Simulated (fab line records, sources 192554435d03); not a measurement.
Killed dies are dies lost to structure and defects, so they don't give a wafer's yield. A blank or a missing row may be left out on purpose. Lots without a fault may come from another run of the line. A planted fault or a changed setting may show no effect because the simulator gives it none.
Split-lot experiment | flow n5_finfet | 7 lots, 21 wafers read, on a route of 1938 steps

THE SPLIT
At N5_FIN_SAQP_COAT_10 (resist thk 90 nm), the setting spin_rpm was moved away from the recipe's 1500 rpm on 9 of the 21 wafers read, by -10.7% to +3.9%. The other wafers ran this setting at the recipe's value.

FROM THE SPLIT TO THE READING: what the file shows between them, 2 steps
- N5_FIN_SAQP_EBR_12
- N5_FIN_SAQP_SOFTBAKE_11: time 60 s

THE READING
CAR-ArF_of_FIN_SAQP_COAT_10.thk_nm (the simulator's own value, which no gauge read), in nm, at N5_FIN_SAQP_DESCUM_21 (chemistry O2, time 7.9 s). The file gives no usual value for it. The 12 wafers here that ran the recipe average 83.53 nm, standard deviation 0.16 nm.

wafer  | tool, chamber at the split | spin_rpm as run, rpm | against the recipe | CAR-ArF_of_FIN_SAQP_COAT_10.thk_nm, nm | against lot-mates on the recipe
L081.2 | litho_track-05, 0          | 1500                 | recipe             | 83.39                                  | -
L081.4 | litho_track-05, 0          | 1359                 | -9.4%              | 88.17                                  | +4.78
L081.6 | litho_track-05, 0          | 1359                 | -9.4%              | 88.57                                  | +5.18
L082.4 | litho_track-01, 0          | 1500                 | recipe             | 83.55                                  | -
L082.5 | litho_track-01, 0          | 1397                 | -6.9%              | 86.68                                  | +3.15
L082.6 | litho_track-01, 0          | 1500                 | recipe             | 83.52                                  | -
L085.2 | litho_track-05, 0          | 1500                 | recipe             | 83.65                                  | -
L085.3 | litho_track-05, 0          | 1559                 | +3.9%              | 81.84                                  | -1.81
L085.4 | litho_track-05, 0          | 1559                 | +3.9%              | 82.15                                  | -1.50
L086.1 | litho_track-02, 0          | 1500                 | recipe             | 83.34                                  | -
L086.3 | litho_track-02, 0          | 1500                 | recipe             | 83.48                                  | -
L086.5 | litho_track-02, 0          | 1500                 | recipe             | 83.35                                  | -
L089.4 | litho_track-01, 0          | 1500                 | recipe             | 83.48                                  | -
L089.5 | litho_track-01, 0          | 1452                 | -3.2%              | 84.9                                   | +1.42
L089.6 | litho_track-01, 0          | 1452                 | -3.2%              | 84.7                                   | +1.22
L090.2 | litho_track-01, 0          | 1340                 | -10.7%             | 88.64                                  | +4.90
L090.3 | litho_track-01, 0          | 1340                 | -10.7%             | 89.13                                  | +5.39
L090.4 | litho_track-01, 0          | 1500                 | recipe             | 83.74                                  | -
L097.4 | litho_track-01, 0          | 1500                 | recipe             | 83.9                                   | -
L097.5 | litho_track-01, 0          | 1500                 | recipe             | 83.55                                  | -
L097.6 | litho_track-01, 0          | 1500                 | recipe             | 83.41                                  | -

THE FIT
A straight line over all 21 wafers: CAR-ArF_of_FIN_SAQP_COAT_10.thk_nm changes by -0.488 nm for each +1% of spin_rpm; r = -0.99; the points scatter about the line by 0.25 nm.
The same after taking each lot's own level away (the mean of its wafers on the recipe; 21 wafers): -0.488 nm for each +1%; r = -0.99; scatter 0.23 nm.
On that fit, the largest move of spin_rpm shifts the reading by 5.2 nm.
The lots' own levels span 83.390 to 83.740 nm, that is 2.2 times the standard deviation above.
So the lot-to-lot level changes the slope little: the two slopes agree.
Check: with one of the wafers moved furthest among these (-10.7%) left out of the fit, the line predicts +5.32 nm for it against its lot-mates. It came out at +4.9 nm against them.

OTHER SPLITS ON THESE WAFERS
These wafers also went through other splits before the reading. Each is held against what the fit with the lots' levels taken away leaves over:
other split on the same wafers | wafers away from the commonest value | r with CAR-ArF_of_FIN_SAQP_COAT_10.thk_nm (lot level and that fit taken away)
N5_FIN_SAQP_PECVD_06 time_s    | 5                                    | +0.05

THE WHOLE CHAIN: every reading that the file lists as answering this split, in the file's order
step                  | what it does             | reading                                                                             | change (the file's fit)               | r (the file's)
N5_FIN_SAQP_COAT_10   | resist thk 90 nm         | CAR-ArF_of_FIN_SAQP_COAT_10.thk_nm (the simulator's own value, which no gauge read) | -0.484 nm for each +1% of the setting | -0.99
N5_FIN_SAQP_DESCUM_21 | chemistry O2, time 7.9 s | CAR-ArF_of_FIN_SAQP_COAT_10.thk_nm (the simulator's own value, which no gauge read) | -0.487 nm for each +1% of the setting | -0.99

THE FILE'S OWN FIT
CAR-ArF_of_FIN_SAQP_COAT_10.thk_nm changes by -0.487 nm for each +1% of spin_rpm, r = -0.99.
